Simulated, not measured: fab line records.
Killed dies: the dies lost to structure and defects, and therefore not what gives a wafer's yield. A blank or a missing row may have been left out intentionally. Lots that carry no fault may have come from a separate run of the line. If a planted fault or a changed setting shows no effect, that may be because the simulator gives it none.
fab line records    flow n5_finfet
[record] lots = 12  wafers = 33  last_day = 18
route steps=1938 shown MOL_CONTACT_COAG@584 PASSIVATION@1936
lots that met no fault: taken from a fault-free run of the same line
start_h: hours from the record's opening day to when the first of the lot's shown wafers began    wait_h: hours since the lot's step before    " same as the row above    L1.1+2: a single row standing in for several wafers    - value missing, or start not given    * or withheld: withheld    < > ~ a bound
route shown NAME@n: NAME is a module with steps in the file, n the number in the route of the first one    usual: mean/standard deviation taken from wafers without a fault    same: alike in all rows    chamber/n: place in a boat    sites: readings site by site    _std_site: how widely they spread, as a standard deviation    _edge_site: outer sites' mean less inner sites'    radius_mm: how far each site lies from the wafer's centre    mask NAME#n: copy n    behind: the last tool/chamber to shape the wafer    hold: why the lot was held/for how many hours/how that ended    device: transistor that didn't switch, given as n, p or np    end of line: at the end of the route, the tests of the same wafers    for a step that has no rows: nothing shown but its recipe    killed: dies that structure and defects cost at the first sort, which is not the same as the wafer's yield    map: a wafer's dies, x killed, . not, _ none there
set.NAME: the setting as run; set.NAME@STEP: as run at that earlier step    model.NAME: the simulator's own value behind a step, which no gauge read
steps of the route over a sample of lots; a table a step, a row a wafer
services: from which hour (start_h, from the record's first day; less than 0 if before it) a tool's chamber was out of use, for how many hours, and why
[[steps]]
[step N5_MOL_CONTACT_COAG_ETCHBACK_135]
[recipe] chemistry = CHF3  target = SiO2  target_depth_a = 250  time_s = 16.7  ion_energy_ev = 200  pressure_mtorr = 30  source_w = 610  bias_w = 170  Ar_flow_sccm = 200  CHF3_flow_sccm = 50
[usual] chamber_pressure_mTorr = 30.000/0.029  drypump_motor_current_A = 5.4/0.48  oes_product_au = 0.81/0.068  rf_vpp_V = 530/9.9  showerhead_plenum_p_Torr = 2.43/0.083  throttle_valve_pct = 18.71/0.23
lot.wafer  tool         chamber  start_h  wait_h  chamber_pressure_mTorr  drypump_motor_current_A  oes_product_au  rf_hours_counter_h  rf_vpp_V  showerhead_plenum_p_Torr  throttle_valve_pct
L985.1     rie_diel-02  2        100.97   0.0     29.972                  6.3                      0.89            31                  516       2.54                      18.72
L985.2     "            0        "        "       29.986                  4.8                      0.79            131                 542       2.36                      18.46
L985.3     "            1        "        "       29.994                  5.0                      0.81            74                  526       2.53                      18.72
L986.1     rie_diel-01  0        108.88   0.0     29.993                  6.1                      0.71            218                 535       2.25                      18.94
L986.4     "            3        "        "       29.968                  5.7                      0.79            -                   519       2.41                      19.02
L986.6     "            2        "        "       29.976                  5.2                      0.82            -                   534       2.40                      18.24
L988.5     rie_diel-02  1        118.55   0.0     29.988                  5.0                      0.81            -                   525       2.53                      18.75
L988.6     "            2        "        "       30.042                  6.4                      0.88            -                   517       2.54                      18.73
L990.1     rie_diel-02  1        129.81   0.0     30.018                  4.9                      0.81            84                  528       2.53                      18.75
L990.2     "            3        "        "       29.993                  5.2                      0.79            118                 523       2.39                      18.76
L990.3     "            0        "        "       29.990                  4.9                      0.78            140                 541       2.36                      18.49
L991.2     rie_diel-02  1        144.15   0.0     30.013                  5.0                      0.79            91                  526       2.53                      18.76
L991.5     "            0        "        "       30.054                  4.9                      0.76            -                   542       2.35                      18.47
L992.2     rie_diel-01  1        144.50   0.0     29.954                  5.7                      0.92            13                  540       2.53                      18.93
L992.3     "            0        "        "       29.970                  6.1                      0.70            230                 536       2.24                      18.95
L992.5     "            1        "        "       29.975                  5.7                      0.92            -                   540       2.53                      18.91
L993.1     rie_diel-05  1        148.34   0.0     29.987                  5.6                      0.78            123                 548       2.50                      18.32
L993.4     "            2        "        "       30.004                  5.2                      0.68            238                 527       2.43                      18.67
L993.6     "            3        "        "       30.009                  5.1                      0.86            -                   535       2.40                      18.70
L994.3     rie_diel-02  0        154.20   0.0     29.988                  4.9                      0.77            150                 542       2.35                      18.49
L994.4     "            1        "        "       29.989                  5.0                      0.79            94                  527       2.52                      18.77
L995.1     rie_diel-01  1        159.33   0.0     29.994                  5.7                      0.90            18                  540       2.53                      18.93
L995.4     "            0        "        "       30.013                  6.0                      0.70            236                 536       2.24                      18.95
L995.6     "            0        "        "       29.977                  6.0                      0.70            -                   537       2.24                      18.97
L104.2     rie_diel-01  3        218.21   0.0     30.022                  5.7                      0.75            133                 519       2.40                      19.08
L104.4     "            2        "        "       30.004                  5.2                      0.77            101                 533       2.39                      18.33
L104.6     "            0        "        "       29.956                  6.0                      1.00            -                   546       2.52                      18.48
L107.1     rie_diel-05  2        239.35   0.0     30.006                  5.2                      0.96            8                   526       2.42                      18.29
L107.4     "            1        "        "       30.001                  5.6                      0.74            159                 547       2.48                      18.41
L107.6     "            1        "        "       30.010                  5.6                      0.75            -                   545       2.48                      18.42
L108.2     rie_diel-01  1        245.04   0.0     30.067                  5.7                      0.83            52                  539       2.52                      18.98
L108.5     "            3        "        "       30.047                  5.7                      0.74            -                   521       2.39                      19.10
L108.6     "            0        "        "       29.968                  6.0                      0.96            -                   545       2.51                      18.50
[step N5_MOL_CONTACT_COAG_STRIP_119]
[recipe] chemistry = N2/H2  time_s = 30  power_w = 1000  temp_c = 250  pressure_mtorr = withheld  n2_flow_sccm = 1750  h2_flow_sccm = 3250
[usual] drypump_motor_current_A = 5.7/0.32  h2_flow_sccm = 3249/8.7  heater_power_w = 354/11
lot.wafer  tool             chamber  start_h  wait_h  drypump_motor_current_A  h2_flow_sccm  heater_power_w  rf_hours_counter_h
L985.1     plasma_asher-01  1        101.19   0.1     5.4                      3241          352             82
L985.2     "                0        "        "       5.3                      3251          358             82
L985.3     "                1        "        "       5.4                      3247          358             -
L986.1     plasma_asher-01  1        109.10   0.1     5.5                      3265          359             84
L986.4     "                1        "        "       5.5                      3274          358             -
L986.6     "                1        "        "       5.5                      3250          357             -
L988.5     plasma_asher-02  1        118.80   0.1     6.1                      3243          348             -
L988.6     "                0        "        "       5.7                      3254          338             -
L990.1     plasma_asher-01  0        130.03   0.1     5.3                      3249          366             87
L990.2     "                1        "        "       5.5                      3256          361             87
L990.3     "                0        "        "       5.3                      3245          365             -
L991.2     plasma_asher-01  1        144.37   0.1     5.4                      3247          363             90
L991.5     "                1        "        "       5.5                      3238          362             -
L992.2     plasma_asher-01  0        144.72   0.1     5.3                      3250          364             90
L992.3     "                0        "        "       5.3                      3257          366             -
L992.5     "                1        "        "       5.5                      3253          360             -
L993.1     plasma_asher-01  0        148.56   0.1     5.3                      3243          359             91
L993.4     "                0        "        "       5.3                      3240          357             -
L993.6     "                0        "        "       5.3                      3260          359             -
L994.3     plasma_asher-01  1        154.44   0.1     5.5                      3262          367             -
L994.4     "                0        "        "       5.3                      3237          366             -
L995.1     plasma_asher-02  1        159.55   0.1     6.1                      3261          358             55
L995.4     "                1        "        "       6.1                      3251          355             -
L995.6     "                1        "        "       6.1                      3242          361             -
L104.2     plasma_asher-02  0        218.43   0.1     5.7                      3248          342             65
L104.4     "                0        "        "       5.7                      3244          340             -
L104.6     "                0        "        "       5.7                      3243          340             -
L107.1     plasma_asher-01  0        239.91   0.4     5.3                      3251          362             111
L107.4     "                1        "        "       5.4                      3256          348             -
L107.6     "                1        "        "       5.4                      3233          361             -
L108.2     plasma_asher-01  1        245.26   0.1     5.5                      3252          360             113
L108.5     "                1        "        "       5.5                      3249          353             -
L108.6     "                0        "        "       5.3                      3261          358             -
[step N5_MOL_CONTACT_COAG_COAT_64]
[recipe] resist = underlayer  temp_c = 205  time_s = 60  spin_rpm = 1500  resist_thk_nm = 10
[usual] chill_plate_temp_C = 23.04/0.12  heater_power_total_W = 391.6/1.3  plate_temp_C = 204.96/0.17
lot.wafer  tool            chamber  start_h  wait_h  chill_plate_temp_C  heater_power_total_W  plate_temp_C
L985.1     litho_track-04  0        101.38   -       23.15               391.2                 205.13
L985.2     "               0        "        "       23.12               391.4                 205.23
L985.3     "               0        "        "       23.11               392.4                 205.05
L986.1     litho_track-01  0        109.29   -       23.01               393.6                 204.95
L986.4     "               0        "        "       23.01               389.7                 204.92
L986.6     "               0        "        "       23.07               390.0                 204.59
L988.5     litho_track-04  0        118.95   -       22.95               390.9                 204.86
L988.6     "               0        "        "       23.03               390.5                 204.71
L990.1     litho_track-04  0        130.22   -       22.87               392.8                 204.94
L990.2     "               0        "        "       22.98               393.3                 204.92
L990.3     "               0        "        "       23.17               391.4                 204.90
L991.2     litho_track-04  0        144.56   -       23.06               392.3                 205.03
L991.5     "               0        "        "       23.16               391.4                 204.95
L992.2     litho_track-04  0        144.91   -       22.97               382.0                 201.14
L992.3     "               0        "        "       22.80               380.1                 200.84
L992.5     "               0        "        "       22.83               380.1                 201.05
L993.1     litho_track-04  0        148.74   -       23.07               380.0                 200.91
L993.4     "               0        "        "       23.27               383.9                 200.79
L993.6     "               0        "        "       23.25               382.9                 200.82
L994.3     litho_track-02  0        154.61   -       23.22               392.8                 205.05
L994.4     "               0        "        "       22.98               390.2                 204.91
L995.1     litho_track-02  0        159.74   -       22.91               389.7                 205.00
L995.4     "               0        "        "       22.96               391.4                 204.90
L995.6     "               0        "        "       23.09               390.6                 204.89
L104.2     litho_track-01  0        218.62   -       23.19               392.9                 204.71
L104.4     "               0        "        "       23.08               394.0                 204.89
L104.6     "               0        "        "       23.06               393.9                 205.03
L107.1     litho_track-04  0        240.10   -       22.94               389.5                 205.17
L107.4     "               0        "        "       23.09               391.5                 204.86
L107.6     "               0        "        "       22.91               391.0                 204.84
L108.2     litho_track-04  0        245.45   -       23.11               389.9                 204.67
L108.5     "               0        "        "       23.08               389.6                 205.09
L108.6     "               0        "        "       23.15               393.2                 204.97
[step N5_MOL_CONTACT_COAG_CD_MEAS_40]
[recipe] target_cd_nm = 25.1  landing_energy_ev = 500  detector = se_inlens  polarity = opening
[usual] cd_nm = 25.01/0.23
lot.wafer  tool       chamber  start_h  wait_h  cd_nm
L985.1     cd_sem-03  0        101.65   -       24.86
L985.2     "          0        "        "       25.33
L985.3     "          0        "        "       25.39
L986.1     cd_sem-02  0        109.69   -       24.87
L986.4     "          0        "        "       24.68
L986.6     "          0        "        "       25.11
L988.5     cd_sem-03  0        119.35   -       24.64
L988.6     "          0        "        "       25.16
L990.1     cd_sem-01  0        130.49   -       24.65
L990.2     "          0        "        "       24.63
L990.3     "          0        "        "       25.47
L991.2     cd_sem-03  0        144.84   -       24.74
L991.5     "          0        "        "       24.85
L992.2     cd_sem-01  0        145.19   -       24.50
L992.3     "          0        "        "       24.76
L992.5     "          0        "        "       24.60
L993.1     cd_sem-01  0        149.15   -       25.10
L993.4     "          0        "        "       25.28
L993.6     "          0        "        "       24.79
L994.3     cd_sem-02  0        154.89   -       25.25
L994.4     "          0        "        "       24.90
L995.1     cd_sem-02  0        160.14   -       25.08
L995.4     "          0        "        "       25.29
L995.6     "          0        "        "       25.36
L104.2     cd_sem-03  0        219.03   -       24.96
L104.4     "          0        "        "       24.94
L104.6     "          0        "        "       25.08
L107.1     cd_sem-03  0        240.50   -       25.42
L107.4     "          0        "        "       25.17
L107.6     "          0        "        "       25.05
L108.2     cd_sem-03  0        245.85   -       24.73
L108.5     "          0        "        "       25.26
L108.6     "          0        "        "       24.88
[step N5_PASSIVATION_PROBE_49]
[usual] killed_at_M0_to_M3 = 34/10  killed_at_M4_up = 13/5.4  killed_at_contacts = 13/6  killed_at_front_end = 42/13  killed_at_other = 4/3.2  killed_dies = 107/18  killed_open = 69/14  killed_short = 35/7.7
[same] gross_dies = 1180  killed_at_back_side = 0
lot.wafer  tool       chamber  start_h  wait_h  killed_at_M0_to_M3  killed_at_M4_up  killed_at_contacts  killed_at_front_end  killed_at_other  killed_dies  killed_open  killed_short
L993.4     prober-02  -        327.16   0.2     64                  23               19                  50                   5                161          92           55
// killed by level:class
L993.4 BEOL_M0_SAQP:geometric_particle:short=22 BEOL_M0_SAQP:geometric_particle:open=16 FIN_SAQP:geometric_particle:open=15 BEOL_M4:geometric_particle:open=14 HKMG_FIN:area_etch=13 MOL_CONTACT_COAG:geometric_particle:open=12 BEOL_M2:geometric_particle:open=11 MOL_CONTACT_COAG:geometric_particle:short=7
[[services]]
tool             chamber  start_h  hours  kind
litho_track-02   -        103.13   -      consumable_replace:filter
rie_diel-05      -        112.03   4.3    pm
rie_diel-02      2        136.70   8.8    repair
litho_track-02   -        145.65   -      consumable_replace:filter
rie_diel-02      -        154.74   14.6   pm
rie_diel-05      2        159.38   5.2    repair
rie_diel-02      1        170.92   3.2    repair
litho_track-01   -        184.10   -      consumable_replace:filter
rie_diel-05      2        185.33   -      clean
rie_diel-05      2        185.33   -      consumable_replace:focus_ring
rie_diel-05      2        185.33   22.6   scheduled_down
rie_diel-05      2        185.33   22.6   vent_cycle
rie_diel-01      0        194.65   -      clean
rie_diel-01      0        194.65   -      consumable_replace:focus_ring
rie_diel-01      0        194.65   -      consumable_replace:showerhead
rie_diel-01      0        194.65   18.3   scheduled_down
rie_diel-01      0        194.65   18.3   vent_cycle
rie_diel-02      -        201.05   2.8    pm
plasma_asher-02  -        234.31   14.6   pm
[[key]]
[first_sign] step = N5_MOL_CONTACT_COAG_COAT_64  reading = plate_temp_C  direction = down  sigmas = 24  usual = *  struck = *
[effect] step = N5_MOL_CONTACT_COAG_COAT_64  reading = heater_power_total_W  direction = down  sigmas = 7.6  usual = *  struck = *
met_at N5_MOL_CONTACT_COAG_COAT_64
struck_lots L992,L993
tester_left_out L992,L993
[baseline_loss] step = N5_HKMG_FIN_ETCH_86  wafers = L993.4
not_acting_at N5_MOL_CONTACT_COAG_ETCHBACK_135,N5_MOL_CONTACT_COAG_STRIP_119,N5_MOL_CONTACT_COAG_CD_MEAS_40
onset_between 144.56 144.91
[fault] kind = process_parameter_drift  tool = litho_track-04  chamber = -  onset_h = 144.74  steps = N5_MOL_CONTACT_COAG_COAT_64  channel = temp_c  offset = *  shape = step  end_h = 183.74  acts_in = *  stated = *
// tester_left_out: of these lots the tester's yield and bins aren't shown, on N5 and GAA mostly nor the transistor test; their killed dies are dies lost to structure and defects alone, not to doping, threshold or leakage, so they don't give the yield
// baseline_loss: these wafers lose ten dies or more at that step, a loss of the line's own and not of a fault; the sort's usual values leave them out
